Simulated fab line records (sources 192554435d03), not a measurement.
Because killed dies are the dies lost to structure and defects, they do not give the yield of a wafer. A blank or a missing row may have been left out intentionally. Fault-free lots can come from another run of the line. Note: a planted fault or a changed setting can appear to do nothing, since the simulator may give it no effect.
A single fault, viewed from 2 desks :: flow n5_finfet :: what lay behind the numbers comes last; until then each desk has only its own

== FROM THE METROLOGY DESK ==
What the gauges read for every lot (on any tool): the sampled wafers with a number, averaged. The brackets show how far a lot's mean lies from the usual mean; more than 4 standard deviations puts the lot out of limits, marked OUT. Readings shown: 7 of its 11, picked as those furthest out on some lot.
Columns: A = DIBL_N at N5_BEOL_M4_RC_MEAS_101, usual 35.8 mV/V; B = DIBL_P at N5_BEOL_M4_RC_MEAS_101, usual 35.3 mV/V; C = IOFF_P at N5_BEOL_M4_RC_MEAS_101, usual 0.194 nA/um; D = ION_N at N5_BEOL_M4_RC_MEAS_101, usual 667 uA/um; E = SS_N at N5_BEOL_M4_RC_MEAS_101, usual 71.4 mV/dec; F = VT_N at N5_BEOL_M4_RC_MEAS_101, usual 251 mV; G = VT_P at N5_BEOL_M4_RC_MEAS_101, usual -252 mV
lot: L616
first seen here: day 3 14:33
A: 35.0
B: 34.3
C: 0.161
D: 649
E: 70.8
F: 255
G: -257

lot: L620
first seen here: day 4 19:54
A: 35.4
B: 33.9
C: 0.183
D: 666
E: 70.8
F: 252
G: -252

lot: L621
first seen here: day 5 03:49
A: 35.5
B: 35.1
C: 0.203
D: 671
E: 70.6
F: 252
G: -250

lot: L624
first seen here: day 5 14:51
A: 37.5
B: 34.8
C: 0.203
D: 677
E: 72.0
F: 248
G: -251

lot: L625
first seen here: day 5 20:02
A: 36.1
B: 36.5
C: 0.212
D: 668
E: 71.4
F: 248
G: -249

lot: L626
first seen here: day 6 04:20
A: 34.9
B: 34.0
C: 0.182
D: 657
E: 71.3
F: 254
G: -252

lot: L630
first seen here: day 7 01:10
A: 33.5
B: 32.6
C: 0.156
D: 656
E: 70.8
F: 252
G: -255

lot: L631
first seen here: day 7 07:13
A: 35.1
B: 36.1
C: 0.190
D: 669
E: 71.4
F: 253
G: -252

lot: L633
first seen here: day 7 20:34
A: 35.5
B: 35.5
C: 0.164
D: 666
E: 71.6
F: 250
G: -256
This desk's verdict: no lot among the 9 shows anything out of limits.

== TOOL OWNER'S DESK, rie_si-01 ==
The tool's own readings at N5_FIN_SAQP_ETCH_64 (etches SiO2 in CF4, target depth 1.5 nm): means of the sampled wafers that have a number, for each lot that ran on this tool. The brackets show how far a lot's mean lies from the usual mean; more than 4 standard deviations puts the lot out of limits, marked OUT.
Columns: A = drypump_motor_current_A at N5_FIN_SAQP_ETCH_64, usual 5.8 A; B = he_backside_leak_sccm at N5_FIN_SAQP_ETCH_64, usual 2.77 sccm; C = oes_product_au at N5_FIN_SAQP_ETCH_64, usual 0.999 a.u.; D = rf_fwd_power_W at N5_FIN_SAQP_ETCH_64, usual 785 W; E = throttle_valve_pct at N5_FIN_SAQP_ETCH_64, usual 21.74 %
lot: L620
first seen here: day 4 20:16
A: 6.0
B: 2.71
C: 0.973
D: 787
E: 21.49

lot: L621
first seen here: day 5 04:08
A: 6.0
B: 2.65
C: 0.994
D: 783
E: 21.80

lot: L624
first seen here: day 5 15:25
A: 5.5
B: 2.63
C: 1.242 (+10) OUT
D: 786
E: 21.71

lot: L625
first seen here: day 5 20:23
A: 6.0
B: 2.66
C: 1.119 (+5.0) OUT
D: 786
E: 21.84

lot: L626
first seen here: day 6 04:38
A: 6.0
B: 2.66
C: 1.115 (+4.8) OUT
D: 787
E: 21.64
Finding of this desk: L624, L625, L626 out of limits; the first was L624 at day 5 15:25, on oes_product_au at N5_FIN_SAQP_ETCH_64. Within limits: L620, L621.

== TAKEN TOGETHER ==
The tool owner's desk could have raised an alarm at day 5 15:25, on L624, L625, L626.
Metrology desk: nothing out of limits seen.
The metrology desk has L624, L625, L626 on record, within its limits.
All the named lots went through N5_FIN_SAQP_ETCH_64 on rie_si-01.

== WHAT THE SIMULATOR HAD PUT IN ==
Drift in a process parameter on rie_si-01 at N5_FIN_SAQP_ETCH_64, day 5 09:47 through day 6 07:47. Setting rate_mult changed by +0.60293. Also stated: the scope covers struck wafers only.
Shown lots that were struck: L624, L625, L626.
How many hours passed from the start of the fault until each desk's first out-of-limits reading: the tool owner's desk, 6.
